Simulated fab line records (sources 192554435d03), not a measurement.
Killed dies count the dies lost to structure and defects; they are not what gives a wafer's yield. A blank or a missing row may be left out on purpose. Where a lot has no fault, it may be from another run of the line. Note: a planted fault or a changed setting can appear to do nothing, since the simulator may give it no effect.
fab line records	flow n5_finfet
[record] lots = 9	wafers = 27	last_day = 17
route steps=1938 shown DUMMY_GATE@234 BEOL_M4@1111
lots that met no fault: from a run of the same line without faults
start_h: hours from the record's first day to the start of the lot's first wafer shown	wait_h: how many hours have passed since the lot's step before this one	" same as the row above	L1.1+2: a row that stands for several wafers	- either no value or no given start	* or withheld: withheld	< > ~ a bound
route shown NAME@n: names a module that has steps shown in the file, with the first one's number in the route	usual: mean/standard deviation of fault-free wafers	same: alike in all rows	chamber/n: place in a boat	sites: readings site by site	_std_site: the values' standard deviation	_edge_site: mean of outer sites minus mean of inner sites	radius_mm: how far each site lies from the wafer's centre	mask NAME#n: copy n	behind: the most recent tool/chamber to have shaped the wafer	hold: what put the lot on hold/how long, in hours/how the hold closed	device: transistor that didn't switch, given as n, p or np	end of line: tests run on the same wafers once the route is complete	a step with no rows: only its recipe	killed: count of dies lost to structure and defects at first sort (not the wafer's yield)	map: per-die view of a wafer (x killed, . not killed, _ where there is no die)
set.NAME: the setting the step ran with; set.NAME@STEP: the setting that earlier step ran with	model.NAME: the simulator's own value behind a step, which no gauge read
a sample of lots followed through the steps of the route, with each step as a table and each wafer as a row
services: when a tool's chamber went out of use (start_h, in hours from the record's first day, below 0 if earlier), for how many hours, and the reason
[[steps]]
[step N5_DUMMY_GATE_DESCUM_20]
[recipe] chemistry = O2	time_s = 6.2	source_power_w = 50	bias_power_w = 20	pressure_mtorr = 20	rf_frequency_hz = 2.712e+07	temp_c = 40	resist = CAR-EUV	o2_flow_sccm = 225
[usual] drypump_motor_current_A = 5.6/0.52	oes_product_au = 0.81/0.088	rf_vpp_V = 243.7/1.3	showerhead_plenum_p_Torr = 2.13/0.065	throttle_valve_pct = 20.37/0.22
lot.wafer	tool	chamber	start_h	wait_h	drypump_motor_current_A	oes_product_au	rf_hours_counter_h	rf_vpp_V	showerhead_plenum_p_Torr	throttle_valve_pct
L657.2	rie_diel-02	3	64.86	0.0	4.9	0.72	201	245.4	2.16	20.52
L657.3	"	0	"	"	6.1	0.79	110	245.6	2.19	19.97
L657.4	"	1	"	"	5.8	0.71	205	243.2	2.07	20.80
L658.1	rie_diel-02	2	71.76	0.0	5.1	0.86	51	241.6	2.04	20.40
L658.4	"	1	"	"	5.8	0.71	207	241.7	2.07	20.77
L658.5	"	1	"	"	5.8	0.72	-	241.6	2.07	20.81
L660.3	rie_diel-03	3	83.24	0.2	5.7	0.69	254	242.7	2.15	20.70
L660.4	"	0	"	"	5.7	0.68	-	241.6	2.07	20.28
L660.5	"	3	"	"	5.7	0.68	-	243.6	2.15	20.69
L661.3	rie_diel-01	2	88.71	0.0	4.9	0.87	51	242.9	2.04	20.10
L661.5	"	3	"	"	5.5	0.94	-	244.4	2.14	20.30
L661.6	"	2	"	"	4.9	0.87	-	241.9	2.04	20.10
L666.1	rie_diel-01	1	122.44	0.0	5.7	0.80	118	244.1	2.11	20.34
L666.5	"	3	"	"	5.5	0.92	-	244.6	2.14	20.34
L666.6	"	2	"	"	4.8	0.86	-	242.2	2.04	20.13
L667.1	rie_diel-02	1	126.33	0.0	5.8	0.70	223	241.9	2.06	20.83
L667.2	"	2	"	"	5.1	0.83	68	241.5	2.03	20.42
L667.3	"	0	"	"	6.1	0.78	128	245.4	2.18	20.01
L672.2	rie_diel-01	0	159.55	0.0	5.8	0.86	43	245.8	2.22	20.54
L672.4	"	3	"	"	5.5	0.91	30	244.7	2.14	20.32
L672.5	"	3	"	"	5.5	0.90	-	244.5	2.14	20.33
L675.2	rie_diel-01	0	172.10	0.0	5.8	0.85	47	246.5	2.22	20.53
L675.4	"	3	"	"	5.5	0.91	33	243.3	2.14	20.34
L675.5	"	1	"	"	5.7	0.78	-	243.9	2.10	20.36
L676.1	rie_diel-01	1	181.26	0.0	5.7	0.79	136	243.4	2.10	20.36
L676.3	"	3	"	"	5.5	0.89	36	244.2	2.14	20.36
L676.6	"	2	"	"	4.9	0.83	-	242.4	2.03	20.16
[step N5_DUMMY_GATE_ETCH_29]
[recipe] chemistry = N2/H2	target = underlayer	target_depth_a = 130	ion_energy_ev = 200	pressure_mtorr = 30	source_w = 840	bias_w = 150	n2_flow_sccm = 200	h2_flow_sccm = 200
[usual] drypump_motor_current_A = 5.6/0.51	oes_product_au = 0.81/0.088	rf_fwd_power_W = 832/3.4	rf_vpp_V = 525.0/2.3	showerhead_plenum_p_Torr = 2.58/0.081	throttle_valve_pct = 17.79/0.21
lot.wafer	tool	chamber	start_h	wait_h	drypump_motor_current_A	oes_product_au	rf_fwd_power_W	rf_hours_counter_h	rf_vpp_V	showerhead_plenum_p_Torr	throttle_valve_pct
L657.2	rie_diel-02	3	64.93	0.0	4.9	0.71	831	201	526.6	2.62	17.91
L657.3	"	0	"	"	6.1	0.80	832	110	527.5	2.68	17.61
L657.4	"	1	"	"	5.9	0.71	840	205	521.6	2.52	18.21
L658.1	rie_diel-02	2	71.83	0.0	5.0	0.85	831	51	522.9	2.48	17.82
L658.4	"	1	"	"	5.8	0.71	834	207	523.2	2.52	18.25
L658.5	"	1	"	"	5.8	0.71	834	-	522.2	2.52	18.24
L660.3	rie_diel-03	3	83.30	0.0	5.7	0.70	836	254	524.7	2.60	18.14
L660.4	"	0	"	"	5.7	0.68	831	-	523.1	2.51	17.74
L660.5	"	3	"	"	5.7	0.70	835	-	525.1	2.60	18.15
L661.3	rie_diel-01	2	88.77	0.0	4.9	0.88	831	51	521.6	2.48	17.46
L661.5	"	3	"	"	5.5	0.93	828	-	526.5	2.60	17.67
L661.6	"	2	"	"	4.9	0.88	831	-	522.6	2.48	17.44
L666.1	rie_diel-01	1	122.50	0.0	5.7	0.81	831	118	525.0	2.56	17.78
L666.5	"	3	"	"	5.5	0.92	822	-	525.8	2.59	17.69
L666.6	"	2	"	"	4.9	0.85	830	-	522.2	2.47	17.47
L667.1	rie_diel-02	1	126.39	0.0	5.8	0.78	1033	223	487.0	2.51	18.28
L667.2	"	2	"	"	5.1	0.82	835	68	520.5	2.47	17.82
L667.3	"	0	"	"	6.1	0.79	829	128	527.8	2.67	17.64
L672.2	rie_diel-01	0	159.62	0.0	5.8	0.86	834	43	527.9	2.69	17.85
L672.4	"	3	"	"	5.5	0.90	827	30	526.4	2.59	17.70
L672.5	"	3	"	"	5.5	0.89	827	-	527.0	2.59	17.70
L675.2	rie_diel-01	0	172.16	0.0	5.8	0.86	834	47	528.5	2.69	17.84
L675.4	"	3	"	"	5.5	0.89	822	33	525.9	2.59	17.71
L675.5	"	1	"	"	5.6	0.79	830	-	525.1	2.56	17.81
L676.1	rie_diel-01	1	181.32	0.0	5.7	0.78	835	136	524.8	2.56	17.81
L676.3	"	3	"	"	5.5	0.88	829	36	525.3	2.59	17.71
L676.6	"	2	"	"	4.9	0.84	831	-	522.2	2.46	17.49
[step N5_DUMMY_GATE_STRIP_41]
[recipe] chemistry = O2	power_w = 400	temp_c = 40	pressure_mtorr = 30	rf_frequency_hz = 6e+07	bias_power_w = 0	overash_fraction = 0.3	o2_flow_sccm = 225
[usual] drypump_motor_current_A = 5.6/0.49	oes_product_au = 0.82/0.084	rf_vpp_V = 3.7/0.5	showerhead_plenum_p_Torr = 2.13/0.067	throttle_valve_pct = 16.60/0.21
lot.wafer	tool	chamber	start_h	wait_h	drypump_motor_current_A	oes_product_au	rf_hours_counter_h	rf_vpp_V	showerhead_plenum_p_Torr	throttle_valve_pct
L657.2	rie_diel-01	0	65.37	0.0	5.8	0.90	13	4.1	2.24	16.67
L657.3	"	2	"	"	4.9	0.88	45	3.7	2.05	16.32
L657.4	"	1	"	"	5.7	0.81	100	3.7	2.12	16.52
L658.1	rie_diel-01	0	72.44	0.0	5.8	0.91	15	4.5	2.24	16.67
L658.4	"	3	"	"	5.5	0.96	8	3.7	2.15	16.48
L658.5	"	1	"	"	5.7	0.81	-	4.7	2.12	16.52
L660.3	rie_diel-02	1	83.73	0.0	5.8	0.71	210	2.9	2.07	17.03
L660.4	"	0	"	"	6.1	0.79	116	3.5	2.19	16.25
L660.5	"	3	"	"	4.9	0.71	-	3.8	2.16	16.82
L661.3	rie_diel-01	3	89.17	0.0	5.5	0.94	12	4.6	2.15	16.51
L661.5	"	1	"	"	5.7	0.80	-	3.8	2.12	16.55
L661.6	"	2	"	"	4.8	0.87	-	4.0	2.05	16.35
L666.1	rie_diel-02	3	122.96	0.0	4.9	0.70	216	3.8	2.16	16.82
L666.5	"	2	"	"	5.1	0.84	-	3.5	2.04	16.63
L666.6	"	3	"	"	4.9	0.70	-	3.3	2.16	16.82
L667.1	rie_diel-03	0	126.80	0.0	5.6	1.00	2	3.6	2.07	16.13
L667.2	"	2	"	"	6.4	0.91	22	3.9	2.23	16.40
L667.3	"	1	"	"	6.6	0.74	184	3.8	2.17	16.71
L672.2	rie_diel-01	3	160.03	0.0	5.5	0.90	30	3.7	2.14	16.55
L672.4	"	0	"	"	5.8	0.85	44	3.4	2.23	16.74
L672.5	"	2	"	"	4.9	0.84	-	3.2	2.04	16.40
L675.2	rie_diel-02	0	172.57	0.0	6.1	0.76	141	3.4	2.18	16.31
L675.4	"	2	"	"	5.0	0.81	85	4.7	2.03	16.67
L675.5	"	2	"	"	5.1	0.82	-	2.8	2.03	16.67
L676.1	rie_diel-01	0	181.73	0.0	5.8	0.86	49	3.2	2.23	16.73
L676.3	"	1	"	"	5.7	0.77	136	4.2	2.11	16.61
L676.6	"	1	"	"	5.7	0.78	-	3.6	2.10	16.61
[step N5_DUMMY_GATE_STRIP_48]
[recipe] chemistry = N2/H2	time_s = 20	power_w = 100	temp_c = 40	pressure_mtorr = 100	rf_frequency_hz = 6e+07	bias_power_w = 3	n2_flow_sccm = 300	h2_flow_sccm = 300
[usual] drypump_motor_current_A = 5.7/0.52	oes_product_au = 0.83/0.088	rf_vpp_V = 45.5/0.78	showerhead_plenum_p_Torr = 3.43/0.1	throttle_valve_pct = 12.06/0.24
lot.wafer	tool	chamber	start_h	wait_h	drypump_motor_current_A	oes_product_au	rf_hours_counter_h	rf_vpp_V	showerhead_plenum_p_Torr	throttle_valve_pct
L657.2	rie_diel-01	0	65.87	0.0	5.8	0.91	13	46.9	3.58	12.00
L657.3	"	1	"	"	5.7	0.81	100	45.5	3.41	12.05
L657.4	"	2	"	"	4.9	0.88	45	46.4	3.30	11.74
L658.1	rie_diel-02	3	72.94	0.0	4.9	0.71	203	46.8	3.48	12.34
L658.4	"	2	"	"	5.1	0.85	51	45.0	3.30	12.05
L658.5	"	0	"	"	6.1	0.79	-	45.2	3.54	11.95
L660.3	rie_diel-03	3	84.23	0.0	5.8	0.69	254	45.8	3.45	12.55
L660.4	"	1	"	"	6.6	0.75	-	46.2	3.50	12.24
L660.5	"	3	"	"	5.8	0.68	-	46.8	3.45	12.56
L661.3	rie_diel-01	1	89.67	0.0	5.7	0.81	107	45.5	3.41	12.07
L661.5	"	3	"	"	5.5	0.95	-	45.1	3.44	11.88
L661.6	"	2	"	"	4.9	0.87	-	45.8	3.29	11.77
L666.1	rie_diel-01	2	123.46	0.0	4.9	0.86	62	45.0	3.29	11.79
L666.5	"	2	"	"	4.9	0.86	-	44.9	3.29	11.78
L666.6	"	3	"	"	5.5	0.92	-	44.8	3.44	11.92
L667.1	rie_diel-02	0	127.29	0.0	6.1	0.78	128	44.9	3.54	11.98
L667.2	"	1	"	"	5.9	0.71	223	45.7	3.33	12.61
L667.3	"	3	"	"	4.9	0.71	218	45.0	3.47	12.40
L672.2	rie_diel-02	2	160.53	0.0	5.1	0.82	81	44.4	3.28	12.11
L672.4	"	1	"	"	5.8	0.69	235	45.0	3.33	12.64
L672.5	"	3	"	"	4.9	0.69	-	45.2	3.46	12.41
L675.2	rie_diel-02	3	173.06	0.0	4.9	0.69	232	45.6	3.46	12.42
L675.4	"	0	"	"	6.1	0.77	141	46.2	3.53	12.03
L675.5	"	3	"	"	4.9	0.70	-	44.7	3.46	12.41
L676.1	rie_diel-03	1	182.22	0.0	6.6	0.73	200	44.9	3.48	12.31
L676.3	"	3	"	"	5.8	0.90	25	44.6	3.44	11.97
L676.6	"	0	"	"	5.7	0.93	-	46.1	3.32	11.62
[step N5_BEOL_M4_RC_MEAS_101]
[usual] DIBL_N = 36.3/1.4	DIBL_P = 36.2/1.5	IOFF_N = 0.160/0.021	IOFF_P = 0.211/0.027	ION_N = 676/7.7	ION_P = 463/5.5	SS_N = 71.4/0.57	SS_P = 73.3/0.58	VT_N = 249.3/2.5	VT_P = -250.1/2.6
lot.wafer	tool	chamber	start_h	wait_h	DIBL_N[mV/V]	DIBL_P[mV/V]	IOFF_N[nA/um]	IOFF_P[nA/um]	ION_N[uA/um]	ION_P[uA/um]	SS_N[mV/dec]	SS_P[mV/dec]	VT_N[mV]	VT_P[mV]
L657.2	prober-02	0	183.71	0.2	37.4	37.7	0.176	0.234	681	472	71.2	74.2	245.6	-246.2
L657.3	"	0	"	"	37.2	36.4	0.156	0.216	669	460	71.7	74.4	251.1	-246.7
L657.4	"	0	"	"	37.6	37.6	0.172	0.230	673	465	71.4	73.6	246.3	-246.6
L658.1	prober-02	0	189.07	0.0	37.4	38.7	0.190	0.217	691	466	71.3	72.6	247.0	-251.9
L658.4	"	0	"	"	35.2	35.6	0.150	0.176	671	457	70.5	72.5	248.2	-253.0
L658.5	"	0	"	"	37.5	38.4	0.201	0.208	688	466	71.4	72.7	245.2	-251.5
L660.3	prober-01	0	205.08	0.3	38.6	37.1	0.156	0.234	668	467	71.9	73.6	252.9	-250.9
L660.4	"	0	"	"	38.2	37.4	0.152	0.229	673	469	71.0	73.6	249.7	-249.4
L660.5	"	0	"	"	37.8	35.5	0.137	0.201	674	461	71.8	73.1	253.1	-250.7
L661.3	prober-01	0	214.55	0.3	37.1	35.6	0.154	0.203	673	460	71.1	73.5	250.1	-250.2
L661.5	"	0	"	"	35.9	34.0	0.139	0.198	677	469	70.9	72.5	249.1	-248.9
L661.6	"	0	"	"	36.6	34.4	0.144	0.193	665	468	70.8	72.9	248.3	-249.8
L666.1	prober-02	0	246.32	0.0	36.0	36.1	0.147	0.180	659	455	72.1	73.0	251.5	-253.5
L666.5	"	0	"	"	37.8	38.2	0.174	0.200	682	460	71.9	74.3	248.3	-251.7
L666.6	"	0	"	"	36.2	35.8	0.149	0.172	663	446	71.4	72.8	252.0	-255.1
L667.1	prober-01	0	260.55	0.0	35.0	35.5	0.161	0.210	678	462	72.0	73.1	249.6	-250.3
L667.2	"	0	"	"	36.3	37.1	0.175	0.234	687	473	71.6	73.6	248.8	-247.4
L667.3	"	0	"	"	35.6	36.3	0.160	0.216	682	464	71.2	73.1	248.1	-248.5
L672.2	prober-02	0	283.61	0.2	35.0	34.3	0.146	0.194	679	467	70.6	72.6	249.2	-249.9
L672.4	"	0	"	"	35.2	34.6	0.144	0.202	667	462	70.2	72.6	249.8	-249.2
L672.5	"	0	"	"	38.0	37.7	0.191	0.251	679	467	70.8	73.4	243.9	-248.9
L675.2	prober-01	0	300.78	0.2	36.7	38.9	0.172	0.245	678	468	71.2	73.8	248.6	-249.6
L675.4	"	0	"	"	34.1	35.2	0.128	0.191	662	462	70.9	72.5	250.9	-248.4
L675.5	"	0	"	"	34.5	36.2	0.141	0.199	671	461	70.6	73.5	251.8	-251.2
L676.1	prober-01	0	308.31	0.0	36.9	37.2	0.179	0.233	680	468	71.7	73.4	249.0	-246.6
L676.3	"	0	"	"	36.1	36.4	0.162	0.231	683	469	71.4	74.0	249.9	-250.1
L676.6	"	0	"	"	37.2	37.9	0.189	0.242	687	471	72.7	74.3	247.6	-248.8
[[services]]
tool	chamber	start_h	hours	kind
rie_diel-03	2	73.19	12.5	repair
rie_diel-03	3	85.72	-	clean
rie_diel-03	3	85.72	-	consumable_replace:focus_ring
rie_diel-03	3	85.72	16.5	scheduled_down
rie_diel-03	3	85.72	16.5	vent_cycle
rie_diel-02	3	88.48	5.4	repair
rie_diel-03	0	102.26	-	clean
rie_diel-03	0	102.26	-	consumable_replace:focus_ring
rie_diel-03	0	102.26	15.1	scheduled_down
rie_diel-03	0	102.26	15.1	vent_cycle
rie_diel-01	3	135.89	14.2	repair
rie_diel-02	0	141.71	3.3	repair
rie_diel-03	3	151.46	4.3	repair
rie_diel-03	2	170.31	8.0	repair
[[key]]
[first_sign] step = N5_DUMMY_GATE_ETCH_29	reading = rf_fwd_power_W	direction = up	sigmas = 60	usual = *	struck = *
[effect] step = N5_DUMMY_GATE_ETCH_29	reading = rf_vpp_V	direction = down	sigmas = 16	usual = 525.0	struck = 487.0
met_at N5_DUMMY_GATE_ETCH_29
struck_lots L667
struck_wafers L667.1
not_acting_at N5_DUMMY_GATE_DESCUM_20,N5_DUMMY_GATE_STRIP_41,N5_DUMMY_GATE_STRIP_48
onset_between 71.83 126.39
[fault] kind = process_parameter_drift	tool = rie_diel-02	chamber = 1	onset_h = 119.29	steps = N5_DUMMY_GATE_ETCH_29	channel = source_w	offset = 201.6	shape = step	end_h = 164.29	acts_in = these_recipes_only	stated = 840
